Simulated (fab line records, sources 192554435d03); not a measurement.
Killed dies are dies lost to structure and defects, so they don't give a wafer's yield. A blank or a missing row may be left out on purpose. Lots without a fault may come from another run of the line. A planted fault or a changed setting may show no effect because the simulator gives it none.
One fault seen from 3 desks | flow n5_finfet | each desk has only its own numbers; what lay behind them comes last

THE TOOL OWNER'S DESK: pecvd-03
The tool's own readings at N5_BEOL_M12_ILD_DEP_00 (deposits SiOC from DEMS/O2, target thk 658.92 nm, time 130.7 s): means of the sampled wafers that have a number, for each lot that ran on this tool. A lot is out of limits, marked OUT, if its mean lies more than 4 standard deviations from the usual mean; the brackets give that distance.
Columns: A = heater_power_outer_w at N5_BEOL_M12_ILD_DEP_00, usual 260 W; B = heater_power_w at N5_BEOL_M12_ILD_DEP_00, usual 476 W; C = showerhead_plenum_p_Torr at N5_BEOL_M12_ILD_DEP_00, usual 5.696 Torr; D = throttle_valve_pct at N5_BEOL_M12_ILD_DEP_00, usual 12.0 %
lot  | first seen here | A   | B   | C     | D
L514 | day 12 06:50    | 258 | 443 | 5.687 | 11.8
L517 | day 12 08:43    | 237 | 444 | 5.671 | 12.0
L518 | day 12 09:49    | 227 | 417 | 5.680 | 12.1
L522 | day 13 18:53    | 269 | 486 | 5.677 | 12.2
L523 | day 14 11:17    | 246 | 434 | 5.692 | 11.7
L524 | day 14 13:06    | 226 | 430 | 5.678 | 11.9
This desk's finding: nothing out of limits on any of the 6 lots.

THE DEFECT DESK
What the inspections along the route counted, lot by lot: means of the sampled wafers that have a number. A lot is out of limits, marked OUT, if its mean lies more than 4 standard deviations from the usual mean; the brackets give that distance.
Columns: A = raw_defect_count at N5_BEOL_M12_INSPECT_12, usual 1.8
lot  | first seen here | A
L512 | day 10 21:23    | 2.5
L514 | day 12 07:27    | 2.0
L517 | day 12 09:14    | 2.0
L519 | day 12 09:28    | 0.3
L518 | day 12 10:28    | 1.3
L522 | day 13 19:31    | 3.0
L523 | day 14 11:47    | 0.0
L524 | day 14 13:35    | 1.0
L533 | day 16 17:58    | 3.5
L534 | day 17 03:13    | 1.0
L535 | day 17 06:56    | 1.0
This desk's finding: nothing out of limits on any of the 11 lots.

THE METROLOGY DESK
What the gauges read, lot by lot, whatever tool the lot ran on: means of the sampled wafers that have a number. A lot is out of limits, marked OUT, if its mean lies more than 4 standard deviations from the usual mean; the brackets give that distance.
Columns: A = V10_OVL at N5_BEOL_M11_OVL_MEAS_29, usual -0.1 nm; B = M12_ILD_THK at N5_BEOL_M12_THK_MEAS_01, usual 656 nm
lot  | first seen here | A    | B
L512 | day 10 15:56    | 0.0  | 654
L514 | day 12 03:01    | -0.2 | 660
L517 | day 12 05:14    | 1.0  | 661
L519 | day 12 05:24    | 0.4  | 656
L518 | day 12 06:55    | -0.1 | 649
L522 | day 13 15:02    | 0.1  | 680
L523 | day 14 04:04    | -0.9 | 697 (+4.9) OUT
L524 | day 14 08:20    | 1.6  | 693 (+4.4) OUT
L533 | day 16 14:34    | 0.1  | 655
L534 | day 16 23:07    | 0.8  | 656
L535 | day 17 02:49    | -0.7 | 655
This desk's finding: out of limits on L523, L524; first on L523, day 14 11:25 (M12_ILD_THK at N5_BEOL_M12_THK_MEAS_01). In limits: L512, L514, L517, L519, L518, L522, L533, L534, L535.

PUT TOGETHER
The metrology desk could have raised an alarm at day 14 11:25, on L523, L524.
The tool owner's desk saw nothing out of limits.
The defect desk saw nothing out of limits.
The tool owner's desk has L523, L524 on record, within its limits.
The defect desk has L523, L524 on record, within its limits.
Of the lots named, all ran N5_BEOL_M12_ILD_DEP_00 on pecvd-03.

WHAT THE SIMULATOR HAD PUT IN
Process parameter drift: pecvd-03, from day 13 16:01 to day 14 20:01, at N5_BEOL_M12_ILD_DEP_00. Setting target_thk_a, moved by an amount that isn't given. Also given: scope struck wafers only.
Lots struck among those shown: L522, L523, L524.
Hours from the fault's start to each desk's first reading out of limits: the metrology desk, 19.
